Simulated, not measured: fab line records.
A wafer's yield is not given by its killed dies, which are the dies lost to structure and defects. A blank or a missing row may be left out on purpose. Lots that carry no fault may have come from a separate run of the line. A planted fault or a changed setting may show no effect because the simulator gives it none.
Matching of chambers    flow nandHarc    NHARC_A_M0_STRIP_18 on rieDiel-03 has 4 sister chambers
The step strips in N2/H2. 22 wafers are shown with their chamber, then 11 later ones without.

WAFERS, EACH WITH ITS CHAMBER
wafer   chamber  n2FlowSccm (sccm)  rfFwdPowerW (W)  throttleValvePct (%)
L077.1  2        150.4              995              14.163
L077.2  1        149.4              993              14.162
L077.4  3        150.9              991              14.184
L080.1  0        150.2              995              14.172
L080.4  2        149.6              997              14.178
L080.5  3        150.3              995              14.155
L079.1  2        150.6              995              14.173
L079.3  3        150.9              997              14.165
L079.5  3        149.6              994              14.172
L082.1  0        149.4              1000             14.171
L082.4  2        149.0              1000             14.178
L082.6  3        150.1              999              14.170
L083.1  1        150.1              996              14.188
L083.4  3        150.3              1000             14.181
L083.6  2        150.6              997              14.183
L084.1  0        150.4              997              14.155
L084.5  0        150.2              997              14.161
L084.6  1        149.4              995              14.178
L086.3  3        150.1              998              14.165
L086.4  0        150.2              999              14.162
L086.6  0        150.9              995              14.177
L092.4  2        149.5              998              14.164

SIGNATURES (averages over the wafers above)
reading           chamber 0  chamber 1  chamber 2  chamber 3  scatter within a chamber
n2FlowSccm        150.217    149.633    149.950    150.314    0.53
rfFwdPowerW       997.17     994.67     997.00     996.29     2.39
throttleValvePct  14.16633   14.17600   14.17317   14.17029   0.00947
Rule: distance of a wafer from a chamber = root of the sum over the readings of ((wafer's reading minus chamber's mean) / reading's scatter) squared. If the next closest chamber is less than 2 further off than the closest, the wafer can't be placed; otherwise it belongs to the closest. The scatter: take each reading less its chamber's mean, square it, sum over the shown wafers, divide by the number of wafers less the number of chambers, and take the root.

WAFERS WHOSE CHAMBER IS MISSING
wafer   n2FlowSccm (sccm)  rfFwdPowerW (W)  throttleValvePct (%)
L092.5  149.5              996              14.170
L092.6  149.7              998              14.166
L093.4  149.9              1003             14.187
L093.5  150.3              1003             14.165
L093.6  150.0              1002             14.178
L095.1  150.6              997              14.169
L095.2  149.6              994              14.165
L095.6  150.5              1001             14.169
L097.1  149.9              1002             14.168
L097.2  150.4              991              14.173
L097.5  149.8              999              14.151

CHAMBER TAKEN BY EACH
wafer   from the rows above                in truth
L092.5  can't be placed: 1 or 2 or 0 or 3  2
L092.6  can't be placed: 2 or 0 or 3 or 1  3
L093.4  can't be placed: 2 or 0 or 3 or 1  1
L093.5  can't be placed: 0 or 2 or 3 or 1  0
L093.6  can't be placed: 2 or 0 or 3 or 1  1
L095.1  can't be placed: 3 or 0 or 2 or 1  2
L095.2  can't be placed: 1 or 2 or 3 or 0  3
L095.6  can't be placed: 0 or 3 or 2 or 1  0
L097.1  can't be placed: 0 or 2 or 3 or 1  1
L097.2  can't be placed: 1 or 3 or 2 or 0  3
L097.5  can't be placed: 0 or 2 or 3 or 1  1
Correct placement for 0 of the 11. From these rows, 11 cannot be placed; in 11 the true chamber is one of the candidates. Placed wrongly: 0.
